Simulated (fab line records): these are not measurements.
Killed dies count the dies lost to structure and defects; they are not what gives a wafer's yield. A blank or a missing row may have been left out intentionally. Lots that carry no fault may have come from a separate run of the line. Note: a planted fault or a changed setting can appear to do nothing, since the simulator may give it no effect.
Split-lot study / flow n5_finfet / 21 wafers read across 7 lots, on a route 1938 steps long

== THE SPLIT ==
At N5_GATE_CUT_ALD_22 (deposits SiNx, target thk 16 nm, pulse time 1 s, ald cycles 320), the setting ald_cycles was moved away from the recipe's 320 on 9 of the 21 wafers read, by -14.4% to +13.4%. All remaining wafers had this setting at the recipe value.

The reading is taken at the split's own step.

== THE READING ==
SiNx_of_GATE_CUT_ALD_22.thk_nm (the simulator's own value, which no gauge read), in nm, at N5_GATE_CUT_ALD_22 (deposits SiNx, target thk 16 nm, pulse time 1 s, ald cycles 320). No usual value for it is given in the file. Here, 12 wafers ran the recipe; their average is 16.0 nm with a standard deviation of 0.14 nm.

wafer=L077.2; tool, chamber at the split=ald_sin-01, 1,2; ald_cycles as run=335; against the recipe=+4.7%; SiNx_of_GATE_CUT_ALD_22.thk_nm, nm=16.6; against lot-mates on the recipe=+0.8
wafer=L077.5; tool, chamber at the split=ald_sin-01, 1,2; ald_cycles as run=335; against the recipe=+4.7%; SiNx_of_GATE_CUT_ALD_22.thk_nm, nm=16.6; against lot-mates on the recipe=+0.8
wafer=L077.3; tool, chamber at the split=ald_sin-01, 3; ald_cycles as run=320; against the recipe=recipe; SiNx_of_GATE_CUT_ALD_22.thk_nm, nm=15.8; against lot-mates on the recipe=-
wafer=L078.2; tool, chamber at the split=ald_sin-04, 2; ald_cycles as run=320; against the recipe=recipe; SiNx_of_GATE_CUT_ALD_22.thk_nm, nm=15.8; against lot-mates on the recipe=-
wafer=L078.3; tool, chamber at the split=ald_sin-04, 0; ald_cycles as run=320; against the recipe=recipe; SiNx_of_GATE_CUT_ALD_22.thk_nm, nm=16; against lot-mates on the recipe=-
wafer=L078.5; tool, chamber at the split=ald_sin-04, 0; ald_cycles as run=363; against the recipe=+13.4%; SiNx_of_GATE_CUT_ALD_22.thk_nm, nm=18; against lot-mates on the recipe=+2.1
wafer=L079.3; tool, chamber at the split=ald_sin-01, 1,2,3; ald_cycles as run=320; against the recipe=recipe; SiNx_of_GATE_CUT_ALD_22.thk_nm, nm=16; against lot-mates on the recipe=-
wafer=L079.4; tool, chamber at the split=ald_sin-01, 1,2,3; ald_cycles as run=320; against the recipe=recipe; SiNx_of_GATE_CUT_ALD_22.thk_nm, nm=16; against lot-mates on the recipe=-
wafer=L079.6; tool, chamber at the split=ald_sin-01, 1,2,3; ald_cycles as run=320; against the recipe=recipe; SiNx_of_GATE_CUT_ALD_22.thk_nm, nm=16; against lot-mates on the recipe=-
wafer=L080.2; tool, chamber at the split=ald_sin-03, 0; ald_cycles as run=296; against the recipe=-7.5%; SiNx_of_GATE_CUT_ALD_22.thk_nm, nm=14.8; against lot-mates on the recipe=-1.4
wafer=L080.3; tool, chamber at the split=ald_sin-03, 2; ald_cycles as run=320; against the recipe=recipe; SiNx_of_GATE_CUT_ALD_22.thk_nm, nm=16.2; against lot-mates on the recipe=-
wafer=L080.4; tool, chamber at the split=ald_sin-03, 1; ald_cycles as run=296; against the recipe=-7.5%; SiNx_of_GATE_CUT_ALD_22.thk_nm, nm=14.6; against lot-mates on the recipe=-1.6
wafer=L086.1; tool, chamber at the split=ald_sin-04, 0; ald_cycles as run=320; against the recipe=recipe; SiNx_of_GATE_CUT_ALD_22.thk_nm, nm=16; against lot-mates on the recipe=-
wafer=L086.2; tool, chamber at the split=ald_sin-04, 1; ald_cycles as run=345; against the recipe=+7.8%; SiNx_of_GATE_CUT_ALD_22.thk_nm, nm=17.4; against lot-mates on the recipe=+1.3
wafer=L086.3; tool, chamber at the split=ald_sin-04, 3; ald_cycles as run=320; against the recipe=recipe; SiNx_of_GATE_CUT_ALD_22.thk_nm, nm=16.2; against lot-mates on the recipe=-
wafer=L090.3; tool, chamber at the split=ald_sin-03, 0; ald_cycles as run=274; against the recipe=-14.4%; SiNx_of_GATE_CUT_ALD_22.thk_nm, nm=13.8; against lot-mates on the recipe=no lot-mate on the recipe
wafer=L090.5; tool, chamber at the split=ald_sin-03, 2; ald_cycles as run=274; against the recipe=-14.4%; SiNx_of_GATE_CUT_ALD_22.thk_nm, nm=14; against lot-mates on the recipe=no lot-mate on the recipe
wafer=L090.6; tool, chamber at the split=ald_sin-03, 1; ald_cycles as run=274; against the recipe=-14.4%; SiNx_of_GATE_CUT_ALD_22.thk_nm, nm=13.6; against lot-mates on the recipe=no lot-mate on the recipe
wafer=L091.1; tool, chamber at the split=ald_sin-03, 1,3; ald_cycles as run=320; against the recipe=recipe; SiNx_of_GATE_CUT_ALD_22.thk_nm, nm=15.8; against lot-mates on the recipe=-
wafer=L091.4; tool, chamber at the split=ald_sin-03, 1,3; ald_cycles as run=320; against the recipe=recipe; SiNx_of_GATE_CUT_ALD_22.thk_nm, nm=15.8; against lot-mates on the recipe=-
wafer=L091.6; tool, chamber at the split=ald_sin-03, 2; ald_cycles as run=320; against the recipe=recipe; SiNx_of_GATE_CUT_ALD_22.thk_nm, nm=16; against lot-mates on the recipe=-
When a row names more than one chamber, that row covers several wafers, and the file does not tell which wafer ran in which chamber.

THE FIT
A straight line over all 21 wafers: SiNx_of_GATE_CUT_ALD_22.thk_nm changes by +0.154 nm for each +1% of ald_cycles; r = +0.99; the points scatter about the line by 0.15 nm.
The same after taking each lot's own level away (the mean of its wafers on the recipe; 18 wafers): +0.173 nm for each +1%; r = +0.99; scatter 0.11 nm.
The reading moves by 2.5 nm for the largest change in ald_cycles, on that fit.
Measured against the standard deviation above, the lots' own levels, which go from 15.80 to 16.20 nm, span 2.9 times it.
Hence the slope depends on the lot-to-lot level, as the two fits are not the same.
Check: +2.46 nm against its lot-mates is what the line predicts for one of the wafers moved furthest among these (+13.4%) when that wafer is left out of the fit. Against them it came out at +2.1 nm.

== THESE WAFERS: OTHER SPLITS ==
Other splits were also applied to these wafers ahead of the reading. Each is held against what the fit with the lots' levels taken away leaves over:
other split on the same wafers=N5_FIN_CUT_COAT_19 spin_rpm; wafers away from the commonest value=10; r with SiNx_of_GATE_CUT_ALD_22.thk_nm (lot level and that fit taken away)=-0.28
other split on the same wafers=N5_DUMMY_GATE_COAT_28 spin_rpm; wafers away from the commonest value=6; r with SiNx_of_GATE_CUT_ALD_22.thk_nm (lot level and that fit taken away)=+0.42
other split on the same wafers=N5_DUMMY_GATE_EXPOSE_12 dose_mj; wafers away from the commonest value=2; r with SiNx_of_GATE_CUT_ALD_22.thk_nm (lot level and that fit taken away)=-0.29
other split on the same wafers=N5_SD_EPI_N_PEB_07 peb_temp_c; wafers away from the commonest value=10; r with SiNx_of_GATE_CUT_ALD_22.thk_nm (lot level and that fit taken away)=+0.41
other split on the same wafers=N5_SD_EPI_N_DEVELOP_08 develop_time_s; wafers away from the commonest value=7; r with SiNx_of_GATE_CUT_ALD_22.thk_nm (lot level and that fit taken away)=-0.42
other split on the same wafers=N5_HKMG_FIN_COAT_66 spin_rpm; wafers away from the commonest value=5; r with SiNx_of_GATE_CUT_ALD_22.thk_nm (lot level and that fit taken away)=+0.51

== FILE'S OWN FIT ==
SiNx_of_GATE_CUT_ALD_22.thk_nm changes by +0.167 nm for each +1% of ald_cycles, r = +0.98.
